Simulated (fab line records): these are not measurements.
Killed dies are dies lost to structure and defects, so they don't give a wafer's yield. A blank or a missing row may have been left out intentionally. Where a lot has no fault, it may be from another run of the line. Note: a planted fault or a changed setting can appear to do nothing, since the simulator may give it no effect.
Chamber matching | flow n5_finfet | N5_BEOL_M11_STRIP_36 on rie_diel-04 has 4 sister chambers
The step strips in N2/H2. 8 wafers are shown with their chamber, then 10 later ones without.

== WAFERS PAIRED WITH THEIR CHAMBERS ==
wafer  | chamber | throttle_valve_pct (%) | showerhead_plenum_p_Torr (Torr)
L083.1 | 0       | 23.37                  | 2.50
L082.3 | 3       | 23.35                  | 2.68
L082.5 | 2       | 23.07                  | 2.69
L085.1 | 2       | 23.08                  | 2.68
L085.2 | 3       | 23.36                  | 2.68
L085.3 | 1       | 23.78                  | 2.67
L090.3 | 0       | 23.35                  | 2.50
L090.4 | 1       | 23.81                  | 2.67

== WAFERS WITHOUT THEIR CHAMBER ==
wafer  | throttle_valve_pct (%) | showerhead_plenum_p_Torr (Torr)
L090.5 | 23.08                  | 2.68
L089.1 | 23.36                  | 2.67
L089.2 | 23.76                  | 2.67
L089.6 | 23.38                  | 2.49
L094.1 | 23.05                  | 2.68
L094.2 | 23.82                  | 2.67
L094.4 | 23.82                  | 2.67
L093.1 | 23.09                  | 2.68
L093.2 | 23.39                  | 2.67
L093.5 | 23.89                  | 2.67

== WHICH CHAMBER EACH ONE RAN IN ==
wafer  | from the rows above | in truth
L090.5 | 2                   | 2
L089.1 | 3                   | 3
L089.2 | 1                   | 1
L089.6 | 0                   | 0
L094.1 | 2                   | 2
L094.2 | 1                   | 1
L094.4 | 1                   | 1
L093.1 | 2                   | 2
L093.2 | 3                   | 3
L093.5 | 1                   | 1
10 of 10 placed correctly. Not placeable from these rows: 0. Wrongly placed: 0.
How it was worked out, from the rows above alone: a wafer's distance from a chamber is the root of the sum, over the readings, of the square of ((its reading less the chamber's mean) divided by the reading's scatter). If the next closest chamber is less than 2 further off than the closest, the wafer can't be placed; otherwise it belongs to the closest. Each chamber's mean is taken over the wafers shown for it. The scatter: the root of (the sum of the squares of (reading less its chamber's mean) over the shown wafers, divided by (wafers less chambers)).
